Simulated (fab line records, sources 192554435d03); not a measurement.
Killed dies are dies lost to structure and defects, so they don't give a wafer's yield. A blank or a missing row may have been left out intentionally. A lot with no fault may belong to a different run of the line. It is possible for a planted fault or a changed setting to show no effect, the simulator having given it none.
Which tool is to blame?    flow n5_finfet    10 lots with 29 wafers sampled at 4 steps, on a route of 1938 steps

## WHAT THE GAUGES READ, wafer by wafer
N5_BEOL_M7_THK_MEAS_01. Usual: for M7_ILD_THK the level is 155.0 nm and the standard deviation is 1.9.
lot   measured      on             M7_ILD_THK (nm)    flag
L962  day 8 21:29   film_metro-02  153.3 157.0        
L964  day 9 09:26   film_metro-02  156.2 154.6 158.5  
L965  day 9 14:16   film_metro-01  152.5 154.4 155.5  
L967  day 9 22:31   film_metro-01  155.4 158.2 154.4  
L970  day 10 07:46  film_metro-01  152.8 155.9 155.1  
L973  day 11 22:01  film_metro-01  152.4 155.5 155.3  
L974  day 11 22:33  film_metro-02  155.8 155.2 159.7  
L981  day 13 13:04  film_metro-02  152.9 155.1 155.7  
L983  day 14 01:40  film_metro-02  129.3 154.4 154.4  OFF
L984  day 14 02:08  film_metro-02  156.1 155.9 133.5  OFF

## WHICH TOOL RAN EACH LOT (tool, then ch and the chambers of the sampled wafers, then the start)
lot   N5_BEOL_M6_TRENCH_ETCH_37                      N5_BEOL_M7_ILD_DEP_00            N5_BEOL_M7_CURE_74
L962  rie_diel-04 ch 3, day 8 20:03 or earlier       pecvd-04 ch 1,2, day 8 20:03     uv_cure-02 ch 2, day 8 20:29
L964  rie_diel-05 ch 0,1,2, day 9 08:52 or earlier   pecvd-04 ch 0,1, day 9 08:52     uv_cure-03 ch 1, day 9 09:00
L965  rie_diel-05 ch 0,1, day 9 13:33 or earlier     pecvd-02 ch 0,1, day 9 13:33     uv_cure-01 ch 0, day 9 13:50
L967  rie_diel-04 ch 0,2,3, day 9 21:54 or earlier   pecvd-04 ch 0,1,2, day 9 21:54   uv_cure-03 ch 0, day 9 22:09
L970  rie_diel-05 ch 1,3, day 10 07:05 or earlier    pecvd-02 ch 0, day 10 07:05      uv_cure-03 ch 2, day 10 07:14
L973  rie_diel-06 ch 0,1,3, day 11 21:26 or earlier  pecvd-02 ch 0,1, day 11 21:26    uv_cure-01 ch 2, day 11 21:40
L974  rie_diel-04 ch 1,2,3, day 11 21:58 or earlier  pecvd-02 ch 1,2, day 11 21:58    uv_cure-01 ch 0, day 11 22:02
L981  rie_diel-06 ch 0,3, day 13 12:29 or earlier    pecvd-04 ch 0,1,2, day 13 12:29  uv_cure-01 ch 1, day 13 12:43
L983  rie_diel-05 ch 0,3, day 14 01:04 or earlier    pecvd-04 ch 0,2, day 14 01:04    uv_cure-01 ch 2, day 14 01:09
L984  rie_diel-06 ch 2,3, day 14 01:23 or earlier    pecvd-04 ch 0,2, day 14 01:23    uv_cure-01 ch 0, day 14 01:47
- N5_BEOL_M6_TRENCH_ETCH_37: etches SiCOH lowk in C4F6/O2, target depth 94.435 nm, time 31.5 s.
- N5_BEOL_M7_ILD_DEP_00: deposits SiCOH lowk from DEMS/porogen, target thk 179.75 nm, time 33.4 s.
- N5_BEOL_M7_CURE_74: cures SiCOH lowk, time 240 s.

## WHAT THE TOOLS THEMSELVES READ (means of the sampled wafers that have a number; where no wafer has one, the mark that the record gives instead)
N5_BEOL_M6_TRENCH_ETCH_37. Usual: drypump_motor_current_A 5.6 A, standard deviation 0.51; oes_product_au 0.78 a.u., standard deviation 0.079; rf_vpp_V 658 V, standard deviation 8.8; showerhead_plenum_p_Torr 2.86 Torr, standard deviation 0.12; throttle_valve_pct 20.99 %, standard deviation 0.26.
lot   tool         drypump_motor_current_A (A)  oes_product_au (a.u.)  rf_vpp_V (V)  showerhead_plenum_p_Torr (Torr)  throttle_valve_pct (%)  flag
L962  rie_diel-04  5.1                          0.76                   662           2.87                             21.16                   
L964  rie_diel-05  5.5                          0.83                   660           2.92                             20.92                   
L965  rie_diel-05  5.6                          0.79                   660           2.92                             21.18                   
L967  rie_diel-04  5.7                          0.76                   659           2.86                             21.15                   
L970  rie_diel-05  5.5                          0.80                   651           2.76                             20.90                   
L973  rie_diel-06  5.1                          0.78                   661           2.87                             21.15                   
L974  rie_diel-04  5.8                          0.77                   660           2.78                             21.05                   
L981  rie_diel-06  4.8                          0.77                   647           2.84                             21.08                   
L983  rie_diel-05  6.0                          0.79                   660           2.99                             21.14                   
L984  rie_diel-06  5.2                          0.76                   651           2.88                             21.09                   

N5_BEOL_M7_ILD_DEP_00. Usual: heater_power_w 310 W, standard deviation 46; showerhead_plenum_p_Torr 5.737 Torr, standard deviation 0.016; throttle_valve_pct 13.6 %, standard deviation 0.43.
lot   tool      heater_power_w (W)  showerhead_plenum_p_Torr (Torr)  throttle_valve_pct (%)  flag
L962  pecvd-04  311                 5.750                            13.4                    
L964  pecvd-04  262                 5.733                            13.8                    
L965  pecvd-02  327                 5.744                            13.8                    
L967  pecvd-04  310                 5.736                            13.6                    
L970  pecvd-02  353                 5.740                            13.1                    
L973  pecvd-02  324                 5.739                            13.6                    
L974  pecvd-02  315                 5.734                            13.3                    
L981  pecvd-04  301                 5.733                            13.7                    
L983  pecvd-04  287                 5.721                            13.8                    
L984  pecvd-04  291                 5.722                            13.7                    

N5_BEOL_M7_CURE_74. Usual: lamp_power_pct 52.31 %, standard deviation 0.057; wafer_temp_C_max 386.7, standard deviation 0.52.
lot   tool        lamp_power_pct (%)  wafer_temp_C_max  flag
L962  uv_cure-02  52.34               386.8             
L964  uv_cure-03  52.31               386.5             
L965  uv_cure-01  52.28               387.3             
L967  uv_cure-03  52.36               386.3             
L970  uv_cure-03  52.35               387.6             
L973  uv_cure-01  52.36               386.2             
L974  uv_cure-01  52.33               387.4             
L981  uv_cure-01  52.31               386.8             
L983  uv_cure-01  52.28               386.2             
L984  uv_cure-01  52.35               387.3             

## THE ANSWER, worked out from the rows above alone
Rule: a lot is off if the mean of its wafers that have a number lies more than 3 standard deviations from the usual mean. A lot without any number at a reading at which 4 lots or more have one is off too. The other lots that the step has rows for count as sound. Order of review: gauges by route order, followed by the tools' own readings, for which a lot's mean as printed above is used. At the first step where some lot is off, the reading lying furthest off is the one used; lots without a number count as furthest.
Off: at N5_BEOL_M7_THK_MEAS_01 (M7_ILD_THK), L983, L984.
If a tool, at a process step before that reading, ran all the lots that are off and no sound lot after the first of them, it fits. The gauges at N5_BEOL_M7_THK_MEAS_01 are tried like those tools. With no start given for some of its lots, N5_BEOL_M6_TRENCH_ETCH_37 uses the hours and lot order of N5_BEOL_M7_ILD_DEP_00. Can't be told from this: 3 tools fit, pecvd-04 at N5_BEOL_M7_ILD_DEP_00, uv_cure-01 at N5_BEOL_M7_CURE_74, film_metro-02 at N5_BEOL_M7_THK_MEAS_01.

## WHAT HAD BEEN PUT IN BY THE SIMULATOR
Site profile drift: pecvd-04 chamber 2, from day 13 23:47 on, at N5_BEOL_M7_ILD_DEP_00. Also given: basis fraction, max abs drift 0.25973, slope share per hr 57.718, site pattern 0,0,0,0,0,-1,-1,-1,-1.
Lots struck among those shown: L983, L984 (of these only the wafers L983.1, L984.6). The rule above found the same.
